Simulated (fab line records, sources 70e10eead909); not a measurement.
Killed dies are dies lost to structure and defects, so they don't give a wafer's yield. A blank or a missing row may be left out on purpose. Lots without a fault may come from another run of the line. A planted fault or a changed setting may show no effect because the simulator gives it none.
Chamber matching | flow nand_harc | NHARC_A_CHANNEL_FILL_D1_CMP_10 on cmp-01: 4 sister chambers
The step polishes, target thk 150 nm. 4 wafers are shown with their chamber, then 9 later ones without.

WAFERS WITH THEIR CHAMBER
wafer  | chamber | motor_current_A (A)
L084.4 | 0       | 11.1
L084.6 | 2       | 12.6
L083.2 | 1       | 14.5
L083.6 | 3       | 12.3

WAFERS WITHOUT THEIR CHAMBER
wafer  | motor_current_A (A)
L088.2 | 11.7
L088.4 | 15.3
L088.5 | 14.5
L090.3 | 12.9
L090.5 | 12.7
L090.6 | 12.6
L094.4 | 11.3
L094.5 | 13.5
L094.6 | 15.6

WHICH CHAMBER EACH WENT THROUGH
wafer  | from the rows above          | in truth
L088.2 | can't be placed: 0 or 3 or 2 | 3
L088.4 | 1                            | 1
L088.5 | 1                            | 1
L090.3 | can't be placed: 2 or 3      | 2
L090.5 | can't be placed: 2 or 3      | 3
L090.6 | can't be placed: 2 or 3      | 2
L094.4 | can't be placed: 0 or 3 or 2 | 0
L094.5 | can't be placed: 2 or 1 or 3 | 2
L094.6 | 1                            | 1
Placed correctly: 3 of 9. Can't be placed from these rows: 6 (the true chamber is among the candidates in 6). Placed wrongly: 0.
How it was worked out, from the rows above alone: a wafer's distance from a chamber is the root of the sum, over the readings, of the square of ((its reading less the chamber's mean) divided by the reading's scatter). The wafer belongs to the nearest chamber; if the next one is less than 2 further off, it can't be placed. A chamber's mean is the mean of its shown wafers. The scatter: with one shown wafer a chamber, the root of the mean of the squares of how far each hidden wafer lies from its nearest shown one.
